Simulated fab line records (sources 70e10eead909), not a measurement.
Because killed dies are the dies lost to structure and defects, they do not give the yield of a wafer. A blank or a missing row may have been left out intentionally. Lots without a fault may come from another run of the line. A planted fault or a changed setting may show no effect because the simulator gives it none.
Shared-tool check / flow nandHarc / Sample size 13 lots and 39 wafers

## REASON FOR OPENING
On 2 of the 13 lots, a flag is raised at NHARC_A_ONON_D1_THK_MEAS_11 on the reading thkNm. Wafers without a fault read 1001 nm, standard deviation 10.
Rule: a lot gets a flag if all its wafers with a number sit over 4 standard deviations from that mean, or if no wafer of it has a number. All remaining lots are regarded as sound.

lot=L327; measured=day 7 23:43; on=filmMetro-02; thkNm (nm), wafer by wafer=1011 1010 1010; flag=
lot=L328; measured=day 7 23:46; on=filmMetro-01; thkNm (nm), wafer by wafer=1008 1007 1009; flag=
lot=L329; measured=day 8 07:04; on=filmMetro-02; thkNm (nm), wafer by wafer=1003 1003 1003; flag=
lot=L330; measured=day 8 07:05; on=filmMetro-01; thkNm (nm), wafer by wafer=999 998 998; flag=
lot=L331; measured=day 8 18:46; on=filmMetro-02; thkNm (nm), wafer by wafer=1011 1011 1010; flag=
lot=L335; measured=day 9 15:14; on=filmMetro-02; thkNm (nm), wafer by wafer=1008 1009 1006; flag=
lot=L334; measured=day 9 15:16; on=filmMetro-02; thkNm (nm), wafer by wafer=992 990 991; flag=
lot=L337; measured=day 10 01:18; on=filmMetro-02; thkNm (nm), wafer by wafer=999 997 997; flag=
lot=L339; measured=day 10 22:07; on=filmMetro-02; thkNm (nm), wafer by wafer=999 1001 998; flag=
lot=L340; measured=day 11 14:50; on=filmMetro-02; thkNm (nm), wafer by wafer=1009 1008 1009; flag=
lot=L342; measured=day 11 14:59; on=filmMetro-01; thkNm (nm), wafer by wafer=1536 1535 1535; flag=FLAGGED
lot=L345; measured=day 12 09:22; on=filmMetro-01; thkNm (nm), wafer by wafer=1545 1548 1546; flag=FLAGGED
lot=L350; measured=day 13 13:53; on=filmMetro-01; thkNm (nm), wafer by wafer=1000 999 999; flag=
The numbers of the flagged lots are 1541 nm on average: +540 nm against the usual, or +54 standard deviations.

## TOOL THAT RAN EACH LOT
2 process steps preceding the reading are held in the record, out of 1159 steps in the route. In each cell: the tool, then ch and the chambers that the sampled wafers went through, then the start.
lot=L327; flag=; NHARC_P_BONDPAD_CMP_19=cmp-03 ch 2,3, day 6 21:14; NHARC_A_ONON_D1_DEP_09=pecvdOnon-04 ch 0, day 7 23:13
lot=L328; flag=; NHARC_P_BONDPAD_CMP_19=cmp-01 ch 0,2,3, day 6 22:43; NHARC_A_ONON_D1_DEP_09=pecvdOnon-02 ch 0, day 7 23:15
lot=L329; flag=; NHARC_P_BONDPAD_CMP_19=cmp-02 ch 0,1,2, day 7 01:31; NHARC_A_ONON_D1_DEP_09=pecvdOnon-02 ch 0, day 8 06:33
lot=L330; flag=; NHARC_P_BONDPAD_CMP_19=cmp-03 ch 0,3, day 7 02:37; NHARC_A_ONON_D1_DEP_09=pecvdOnon-01 ch 0, day 8 06:38
lot=L331; flag=; NHARC_P_BONDPAD_CMP_19=cmp-03 ch 0,1, day 7 11:03; NHARC_A_ONON_D1_DEP_09=pecvdOnon-04 ch 0, day 8 18:15
lot=L335; flag=; NHARC_P_BONDPAD_CMP_19=cmp-02 ch 0,1,2, day 8 08:46; NHARC_A_ONON_D1_DEP_09=pecvdOnon-04 ch 0, day 9 14:44
lot=L334; flag=; NHARC_P_BONDPAD_CMP_19=cmp-01 ch 0,1,3, day 8 09:24; NHARC_A_ONON_D1_DEP_09=pecvdOnon-02 ch 0, day 9 14:48
lot=L337; flag=; NHARC_P_BONDPAD_CMP_19=cmp-01 ch 0,1,3, day 9 00:17; NHARC_A_ONON_D1_DEP_09=pecvdOnon-02 ch 0, day 10 00:47
lot=L339; flag=; NHARC_P_BONDPAD_CMP_19=cmp-01 ch 0,1,2, day 9 21:12; NHARC_A_ONON_D1_DEP_09=pecvdOnon-02 ch 0, day 10 21:37
lot=L340; flag=; NHARC_P_BONDPAD_CMP_19=cmp-01 ch 0,2,3, day 10 12:35; NHARC_A_ONON_D1_DEP_09=pecvdOnon-04 ch 0, day 11 14:19
lot=L342; flag=FLAGGED; NHARC_P_BONDPAD_CMP_19=cmp-01 ch 0,2, day 10 13:18; NHARC_A_ONON_D1_DEP_09=pecvdOnon-02 ch 0, day 11 14:29
lot=L345; flag=FLAGGED; NHARC_P_BONDPAD_CMP_19=cmp-03 ch 0,1,2, day 11 03:39; NHARC_A_ONON_D1_DEP_09=pecvdOnon-02 ch 0, day 12 08:55
lot=L350; flag=; NHARC_P_BONDPAD_CMP_19=cmp-02 ch 0,1,3, day 12 11:24; NHARC_A_ONON_D1_DEP_09=pecvdOnon-01 ch 0, day 13 13:23
What is done by these steps:
- NHARC_P_BONDPAD_CMP_19: polishes, t overpolish 30 s, cu recess touch 16 s, target thk 160.81 nm.
- NHARC_A_ONON_D1_DEP_09: target thk 1000 nm.
- NHARC_A_ONON_D1_THK_MEAS_11: measures by ellipsometry.

## FLAGGED AGAINST TOTAL, ONE TOOL AT A TIME (gauges that did the reading follow at the end)
step=NHARC_P_BONDPAD_CMP_19; tool=cmp-01; lots run=6; flagged=1; share of the flagged lots=some; sound lots run after its first flagged lot=0
step=NHARC_P_BONDPAD_CMP_19; tool=cmp-02; lots run=3; flagged=0; share of the flagged lots=none; sound lots run after its first flagged lot=-
step=NHARC_P_BONDPAD_CMP_19; tool=cmp-03; lots run=4; flagged=1; share of the flagged lots=some; sound lots run after its first flagged lot=0
step=NHARC_A_ONON_D1_DEP_09; tool=pecvdOnon-01; lots run=2; flagged=0; share of the flagged lots=none; sound lots run after its first flagged lot=-
step=NHARC_A_ONON_D1_DEP_09; tool=pecvdOnon-02; lots run=7; flagged=2; share of the flagged lots=all; sound lots run after its first flagged lot=0
step=NHARC_A_ONON_D1_DEP_09; tool=pecvdOnon-04; lots run=4; flagged=0; share of the flagged lots=none; sound lots run after its first flagged lot=-
step=NHARC_A_ONON_D1_THK_MEAS_11; tool=filmMetro-01; lots run=5; flagged=2; share of the flagged lots=all; sound lots run after its first flagged lot=1 (L350)
step=NHARC_A_ONON_D1_THK_MEAS_11; tool=filmMetro-02; lots run=8; flagged=0; share of the flagged lots=none; sound lots run after its first flagged lot=-

## WHAT THE TABLE ALLOWS
Every flagged lot went through 2 rows of the table: pecvdOnon-02 at NHARC_A_ONON_D1_DEP_09 and filmMetro-01 at NHARC_A_ONON_D1_THK_MEAS_11.
- pecvdOnon-02 at NHARC_A_ONON_D1_DEP_09 ran 7 lots, 2 of them flagged. Its last sound lot is L339 (day 10 21:37), its first flagged lot L342 (day 11 14:29): a fault that began between those two fits.
- filmMetro-01 at NHARC_A_ONON_D1_THK_MEAS_11 ran 5 lots, 2 of them flagged. Sound lots ran on it after the first flagged one (L350), which a lasting fault on the whole tool wouldn't allow.
pecvdOnon-02 at NHARC_A_ONON_D1_DEP_09 is the single tool remaining.

## WHAT WAS PUT IN BY THE SIMULATOR
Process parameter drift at NHARC_A_ONON_D1_DEP_09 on pecvdOnon-02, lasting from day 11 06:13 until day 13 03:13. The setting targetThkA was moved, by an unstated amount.
Struck lots among those shown: L342, L345. Same finding as the rule above.
